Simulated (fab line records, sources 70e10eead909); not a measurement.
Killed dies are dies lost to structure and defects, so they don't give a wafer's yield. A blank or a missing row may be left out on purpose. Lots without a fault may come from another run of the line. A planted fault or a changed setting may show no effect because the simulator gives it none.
Which tool did it? | flow nand_harc | 14 lots, 42 wafers sampled, at 5 steps of a route of 1302

WHAT THE GAUGES READ, wafer by wafer
NHARC_P_CONTACT_CD_MEAS_12: target cd 90 nm. Usual: cd_nm 89.1 nm, standard deviation 0.77.
lot  | measured     | on        | cd_nm (nm)     | flag
L605 | day 5 17:29  | cd_sem-02 | 89.2 90.5 89.8 |
L606 | day 6 06:26  | cd_sem-01 | 88.3 88.0 88.5 |
L607 | day 6 14:37  | cd_sem-03 | 90.6 89.6 89.9 |
L608 | day 7 00:37  | cd_sem-03 | 87.9 88.5 88.2 |
L609 | day 7 13:17  | cd_sem-03 | 89.8 89.4 89.3 |
L610 | day 7 23:02  | cd_sem-02 | 88.9 89.6 89.7 |
L611 | day 8 13:10  | cd_sem-03 | 88.6 89.4 89.9 |
L612 | day 8 20:40  | cd_sem-02 | 88.8 88.2 88.6 |
L614 | day 9 22:52  | cd_sem-01 | 90.7 89.5 90.2 |
L616 | day 10 15:38 | cd_sem-03 | 88.7 87.9 88.8 |
L617 | day 10 23:19 | cd_sem-02 | 89.4 89.7 89.3 |
L621 | day 12 12:50 | cd_sem-01 | 89.5 89.4 90.1 |
L626 | day 14 13:47 | cd_sem-02 | 96.0 96.8 96.3 | OFF
L627 | day 15 06:58 | cd_sem-03 | 96.1 97.1 96.6 | OFF

NHARC_P_CONTACT_CD_MEAS_19. Usual: cd_nm 88.1 nm, standard deviation 2.2.
lot  | measured     | on        | cd_nm (nm)     | flag
L605 | day 5 18:33  | cd_sem-01 | 90.9 90.0 88.9 |
L606 | day 6 07:31  | cd_sem-02 | 87.3 85.6 89.5 |
L607 | day 6 15:40  | cd_sem-03 | 89.9 90.0 88.1 |
L608 | day 7 01:40  | cd_sem-02 | 88.1 86.0 86.6 |
L609 | day 7 14:43  | cd_sem-03 | 85.9 89.3 89.6 |
L610 | day 8 00:14  | cd_sem-03 | 86.2 87.0 85.0 |
L611 | day 8 14:22  | cd_sem-03 | 85.3 86.8 90.4 |
L612 | day 8 21:52  | cd_sem-03 | 87.8 84.2 85.8 |
L614 | day 9 23:55  | cd_sem-01 | 89.3 89.8 89.2 |
L616 | day 10 16:41 | cd_sem-02 | 88.3 84.5 85.1 |
L617 | day 11 00:22 | cd_sem-02 | 83.5 88.1 89.2 |
L621 | day 12 13:53 | cd_sem-01 | 89.5 91.6 90.1 |
L626 | day 14 14:50 | cd_sem-03 | 94.5 99.2 99.3 | OFF
L627 | day 15 08:02 | cd_sem-03 | 98.0 96.9 97.2 | OFF

WHICH TOOL RAN EACH LOT (tool, then ch and the chambers of the sampled wafers, then the start)
lot  | NHARC_P_GATE_DESCUM_93             | NHARC_P_GATE_RTA_64              | NHARC_P_CONTACT_PEB_10
L605 | rie_diel-10 ch 2,3, day 5 12:57    | rtp_anneal-01 ch 0, day 5 14:39  | litho_track-04 ch 0, day 5 17:25
L606 | rie_diel-10 ch 1,3, day 6 01:55    | rtp_anneal-01 ch 0, day 6 03:35  | litho_track-06 ch 0, day 6 06:22
L607 | rie_diel-10 ch 1,3, day 6 10:02    | rtp_anneal-01 ch 0, day 6 11:43  | litho_track-01 ch 0, day 6 14:32
L608 | rie_diel-10 ch 2,3, day 6 20:03    | rtp_anneal-01 ch 0, day 6 21:44  | litho_track-06 ch 0, day 7 00:32
L609 | rie_diel-05 ch 0,1,2, day 7 08:47  | rtp_anneal-01 ch 0, day 7 10:25  | litho_track-04 ch 0, day 7 13:12
L610 | rie_diel-09 ch 0,2,3, day 7 18:29  | rtp_anneal-02 ch 0, day 7 20:09  | litho_track-04 ch 0, day 7 22:56
L611 | rie_diel-10 ch 1,2, day 8 08:38    | rtp_anneal-02 ch 0, day 8 10:22  | litho_track-04 ch 0, day 8 13:04
L612 | rie_diel-09 ch 0,1, day 8 16:10    | rtp_anneal-02 ch 0, day 8 17:48  | litho_track-06 ch 0, day 8 20:35
L614 | rie_diel-05 ch 1,2,3, day 9 18:21  | rtp_anneal-02 ch 0, day 9 20:00  | litho_track-01 ch 0, day 9 22:47
L616 | rie_diel-09 ch 0,1, day 10 11:03   | rtp_anneal-01 ch 0, day 10 12:43 | litho_track-04 ch 0, day 10 15:33
L617 | rie_diel-10 ch 2,3, day 10 18:46   | rtp_anneal-02 ch 0, day 10 20:28 | litho_track-04 ch 0, day 10 23:14
L621 | rie_diel-05 ch 1,2, day 12 08:26   | rtp_anneal-02 ch 0, day 12 10:05 | litho_track-01 ch 0, day 12 12:45
L626 | rie_diel-10 ch 0,1,2, day 14 09:22 | rtp_anneal-01 ch 0, day 14 11:02 | litho_track-01 ch 0, day 14 13:41
L627 | rie_diel-10 ch 1,2,3, day 15 02:29 | rtp_anneal-02 ch 0, day 15 04:11 | litho_track-01 ch 0, day 15 06:53
- NHARC_P_GATE_DESCUM_93: chemistry O2, time 3 s.
- NHARC_P_GATE_RTA_64: time 1 s.
- NHARC_P_CONTACT_PEB_10: peb time 65 s.

WHAT THE TOOLS THEMSELVES READ (means of the sampled wafers that have a number; where no wafer has one, the mark that the record gives instead)
NHARC_P_GATE_DESCUM_93. Usual: drypump_motor_current_A 5.8 A, standard deviation 0.47; mfc_ar_sccm 0.002 sccm, standard deviation 0.0052; o2_flow_sccm 200.1 sccm, standard deviation 0.61; oes_product_au 1.002 a.u., standard deviation 0.014; rf_vpp_V 58.1 V, standard deviation 0.89; showerhead_plenum_p_Torr 1.98 Torr, standard deviation 0.066; throttle_valve_pct 11.312 %, standard deviation 0.009.
lot  | tool        | drypump_motor_current_A (A) | mfc_ar_sccm (sccm) | o2_flow_sccm (sccm) | oes_product_au (a.u.) | rf_vpp_V (V) | showerhead_plenum_p_Torr (Torr) | throttle_valve_pct (%) | flag
L605 | rie_diel-10 | 5.6                         | 0.000              | 199.7               | 1.003                 | 59.0         | 1.98                            | 11.311                 |
L606 | rie_diel-10 | 5.9                         | 0.001              | 200.2               | 1.010                 | 57.2         | 1.97                            | 11.323                 |
L607 | rie_diel-10 | 6.3                         | 0.002              | 200.2               | 1.013                 | 58.5         | 1.99                            | 11.316                 |
L608 | rie_diel-10 | 5.6                         | 0.000              | 200.0               | 1.019                 | 58.4         | 2.01                            | 11.311                 |
L609 | rie_diel-05 | 5.8                         | 0.008              | 199.9               | 0.989                 | 57.4         | 1.90                            | 11.311                 |
L610 | rie_diel-09 | 5.7                         | 0.001              | 200.3               | 0.994                 | 57.7         | 1.99                            | 11.306                 |
L611 | rie_diel-10 | 5.9                         | 0.001              | 199.8               | 1.000                 | 58.6         | 2.03                            | 11.311                 |
L612 | rie_diel-09 | 5.6                         | 0.002              | 200.3               | 1.006                 | 58.2         | 2.06                            | 11.307                 |
L614 | rie_diel-05 | 6.1                         | 0.008              | 200.1               | 0.993                 | 57.6         | 1.93                            | 11.304                 |
L616 | rie_diel-09 | 5.6                         | 0.002              | 199.7               | 1.005                 | 58.4         | 2.05                            | 11.311                 |
L617 | rie_diel-10 | 5.6                         | 0.000              | 199.9               | 1.009                 | 58.5         | 1.97                            | 11.315                 |
L621 | rie_diel-05 | 5.9                         | 0.008              | 199.5               | 0.989                 | 58.8         | 1.96                            | 11.307                 |
L626 | rie_diel-10 | 5.9                         | 0.001              | 200.3               | 1.007                 | 57.8         | 2.04                            | 11.314                 |
L627 | rie_diel-10 | 6.0                         | 0.001              | 200.4               | 1.009                 | 57.9         | 2.00                            | 11.310                 |

NHARC_P_GATE_RTA_64. Usual: lamp_power_pct 31.1 %, standard deviation 1.1; lamp_zone_2_pct 31.1 %, standard deviation 1.1; wafer_temp_C_max 1054.2, standard deviation 1.4.
lot  | tool          | lamp_power_pct (%) | lamp_zone_2_pct (%) | wafer_temp_C_max | flag
L605 | rtp_anneal-01 | 32.3               | 32.4                | 1053.3           |
L606 | rtp_anneal-01 | 32.3               | 32.3                | 1052.3           |
L607 | rtp_anneal-01 | 32.4               | 32.3                | 1052.4           |
L608 | rtp_anneal-01 | 32.3               | 32.3                | 1052.9           |
L609 | rtp_anneal-01 | 32.3               | 32.3                | 1053.8           |
L610 | rtp_anneal-02 | 30.1               | 30.1                | 1055.6           |
L611 | rtp_anneal-02 | 30.1               | 30.1                | 1055.2           |
L612 | rtp_anneal-02 | 30.1               | 30.0                | 1054.6           |
L614 | rtp_anneal-02 | 30.1               | 30.0                | 1054.8           |
L616 | rtp_anneal-01 | 32.3               | 32.3                | 1053.3           |
L617 | rtp_anneal-02 | 30.1               | 30.1                | 1055.1           |
L621 | rtp_anneal-02 | 30.1               | 30.1                | 1055.8           |
L626 | rtp_anneal-01 | 32.4               | 32.4                | 1052.6           |
L627 | rtp_anneal-02 | 30.1               | 30.1                | 1054.5           |

NHARC_P_CONTACT_PEB_10. Usual: heater_power_total_W 156.6 W, standard deviation 0.43.
lot  | tool           | heater_power_total_W (W) | flag
L605 | litho_track-04 | 156.8                    |
L606 | litho_track-06 | 156.4                    |
L607 | litho_track-01 | 156.4                    |
L608 | litho_track-06 | 156.3                    |
L609 | litho_track-04 | 156.1                    |
L610 | litho_track-04 | 156.9                    |
L611 | litho_track-04 | 156.8                    |
L612 | litho_track-06 | 156.8                    |
L614 | litho_track-01 | 156.8                    |
L616 | litho_track-04 | 157.0                    |
L617 | litho_track-04 | 156.6                    |
L621 | litho_track-01 | 156.8                    |
L626 | litho_track-01 | 156.9                    |
L627 | litho_track-01 | 156.6                    |

THE ANSWER, worked out from the rows above alone
Rule: a lot is off if the mean of its wafers that have a number lies more than 3 standard deviations from the usual mean. A lot without any number at a reading at which 4 lots or more have one is off too. The other lots that the step has rows for count as sound. The gauges are gone through in route order, then the tools' own readings, and for those a lot's mean is taken as printed above. The first step at which some lot is off is used, and at that step the reading that is off furthest; a lot without a number counts as furthest.
Off: L626, L627, at NHARC_P_CONTACT_CD_MEAS_12 (cd_nm).
A tool fits if, at a process step before that reading, it ran every lot that is off, and no sound lot after the first of them. The gauges at NHARC_P_CONTACT_CD_MEAS_12 are tried like those tools. Can't be told from this: 2 tools fit, rie_diel-10 at NHARC_P_GATE_DESCUM_93, litho_track-01 at NHARC_P_CONTACT_PEB_10.

WHAT THE SIMULATOR HAD PUT IN
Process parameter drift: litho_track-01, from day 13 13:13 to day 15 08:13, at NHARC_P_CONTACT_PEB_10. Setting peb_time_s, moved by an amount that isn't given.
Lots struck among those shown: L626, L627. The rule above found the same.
